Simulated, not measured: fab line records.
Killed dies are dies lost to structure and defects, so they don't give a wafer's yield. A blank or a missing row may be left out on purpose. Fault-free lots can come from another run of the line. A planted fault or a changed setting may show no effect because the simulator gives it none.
Matching of chambers	flow n5Finfet	4 sister chambers for N5_BEOL_M0_CUTY_DESCUM_61 on rieDiel-03
The step chemistry O2, time 7.9 s. 7 wafers are shown with their chamber, then 7 later ones without.

## WAFERS PAIRED WITH THEIR CHAMBERS
wafer	chamber	showerheadPlenumPTorr (Torr)	drypumpMotorCurrentA (A)
L544.4	2	1.93	6.2
L543.5	0	2.08	5.5
L547.1	3	2.19	6.2
L547.3	1	2.14	5.9
L547.5	3	2.19	6.1
L549.1	0	2.07	5.6
L549.3	1	2.14	5.9

## WAFERS WITH NO CHAMBER GIVEN
wafer	showerheadPlenumPTorr (Torr)	drypumpMotorCurrentA (A)
L549.6	2.07	5.6
L561.1	2.13	5.9
L561.2	1.91	6.2
L561.4	2.06	5.6
L562.1	2.18	6.1
L562.4	2.13	5.9
L562.6	1.91	6.2

## EACH ONE'S CHAMBER
wafer	from the rows above	in truth
L549.6	0	0
L561.1	1	1
L561.2	2	2
L561.4	0	0
L562.1	3	3
L562.4	1	1
L562.6	2	2
Correctly placed: 7 of 7. Can't be placed from these rows: 0. Placed wrongly: 0.
How it was worked out, from the rows above alone: a wafer's distance from a chamber is the root of the sum, over the readings, of the square of ((its reading less the chamber's mean) divided by the reading's scatter). If the next closest chamber is less than 2 further off than the closest, the wafer can't be placed; otherwise it belongs to the closest. For every chamber, the mean is computed from those of its wafers that are shown. The scatter: the root of (the sum of the squares of (reading less its chamber's mean) over the shown wafers, divided by (wafers less chambers)).
